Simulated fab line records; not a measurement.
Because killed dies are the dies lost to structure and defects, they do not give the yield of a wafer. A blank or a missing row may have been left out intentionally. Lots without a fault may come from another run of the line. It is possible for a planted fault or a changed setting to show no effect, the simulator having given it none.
A lot that was struck, set against a sound lot	flow n5 finfet	15 out of 1938 route steps
Sound: the wafers L708.1, L708.4, L708.6. Struck: wafer L722.2; the same lot's L722.5 was not struck, so it is left out; see the end for the cause.
Order at every step that has rows: each side's tool, ch and its chambers, its first start. Under that, the readings that differ: sound wafers	struck wafers	difference of the means	sigmas: that difference in standard deviations of wafers without a fault.
alike: readings whose means differ by less than 2 such deviations, and words and numbers that are the same on both sides. not compared: withheld readings, readings that some wafer has no value for, bounds like >300 that may hide the same value, and numbers for which the record gives no deviation and whose values overlap.
A row with sigmas, a row that says differs or no value, or rows on one side alone: a step with any of these is where the two part. Numbers that have no deviation but don't overlap get no sigmas and don't part them. A reading that every wafer of one side lacks parts them only if that side has two wafers or more.

N5_BEOL_M10_TRENCH_ETCH_37: etches SiCOH lowk in C4F6/O2, target depth 148.83 nm, time 48 s.
  sound: rie diel-03 ch 0,1,2; struck: rie diel-03 ch 2
  alike: bias w, drypump motor current A, oes_o_777_au, oes product au, rf fwd power W, rf vpp V, showerhead plenum p Torr, throttle valve pct
  not compared: rf hours counter h
N5_BEOL_M10_ETCH_41: etches SiCN in CH3F/O2, target depth 42.6 nm, time 86 s.
  sound: rie diel-03 ch 0,1,2; struck: rie diel-03 ch 2
reading	sound	struck	difference	sigmas
rf vpp V (V)	297.9 296.4 297.9	294.3	-3.1	-2
  alike: bias w, drypump motor current A, oes product au, rf fwd power W, showerhead plenum p Torr, throttle valve pct
  not compared: rf hours counter h
then, 1 step without rows for these wafers: N5_BEOL_M10_STRIP_77 (strips in N2/H2, time 10 s).
N5_BEOL_M10_OCD_MEAS_38:
  sound: ocd-01 at day 9 22:08; struck: ocd-02 at day 13 17:13
  alike: trench depth nm
then, 4 steps without rows for these wafers: N5_BEOL_M10_HM_STRIP_39 (strips TiN in peroxide tin strip, target depth 25 nm, time 158 s); N5_BEOL_M10_SRD_40 (time 30 s); N5_BEOL_M10_PRECLEAN_42 (cleans in residue remover, time 60 s); N5_BEOL_M10_SRD_43 (time 30 s).
N5_BEOL_M10_CD_MEAS_35: the cd target is 70 nm.
  sound: cd sem-01 at day 9 22:17; struck: cd sem-02 at day 13 17:22
  alike: cd nm
N5_BEOL_M10_CURE_72: cures SiCOH lowk, time 120 s.
  sound on uv cure-02 ch 2, day 9 22:20; struck on uv cure-01 ch 0, day 13 17:28
  alike: lamp power pct, wafer_temp_C_max
then, 1 step without rows for these wafers: N5_BEOL_M10_DEGAS_44 (time 60 s).
N5_BEOL_M10_PRE_CLEAN_45: time 30 s.
  sound: pvd sputter-03 at day 9 22:57; struck: pvd sputter-01 at day 13 18:03
  alike: heater power w
N5_BEOL_M10_ALD_74: deposits TaN, target thk 2 nm, pulse time 2 s, purge time 3 s.
  sound on ald metal-02 ch 0,1,2, day 9 23:07; struck on ald metal-02 ch 1, day 13 18:07
reading	sound	struck	difference	sigmas
ald cycles	40 40 40	54	+14	
model.TaN_of_BEOL_M10_ALD_74.thk nm (nm)	2 2 2	2.8	+0.8	
  alike: heater power w
N5_BEOL_M10_SURFACE_TREAT_76:
  sound: pvd sputter-02 at day 9 23:25; struck: pvd sputter-01 at day 13 18:29
  not compared: throttle valve pct
N5_PASSIVATION_PROBE_49:
  sound: prober-01 at day 12 00:34; struck: prober-01 at day 15 14:23
reading	sound	struck	difference	sigmas
killed_at_M0_to_M3	30 19 30	59	+33	+3
  alike: defect limited yield, killed_at_M4_up, killed at contacts, killed at front end, killed at other, killed dies, killed open, killed short, sort_bin_4_leakage, sort_bin_5_function, sort_bin_6_memory, sort n pass, sort yield pct

WHERE THEY PART
At N5_BEOL_M10_ETCH_41 first; at N5_PASSIVATION_PROBE_49 last (within this record only).

WHY: the cause the simulator had injected
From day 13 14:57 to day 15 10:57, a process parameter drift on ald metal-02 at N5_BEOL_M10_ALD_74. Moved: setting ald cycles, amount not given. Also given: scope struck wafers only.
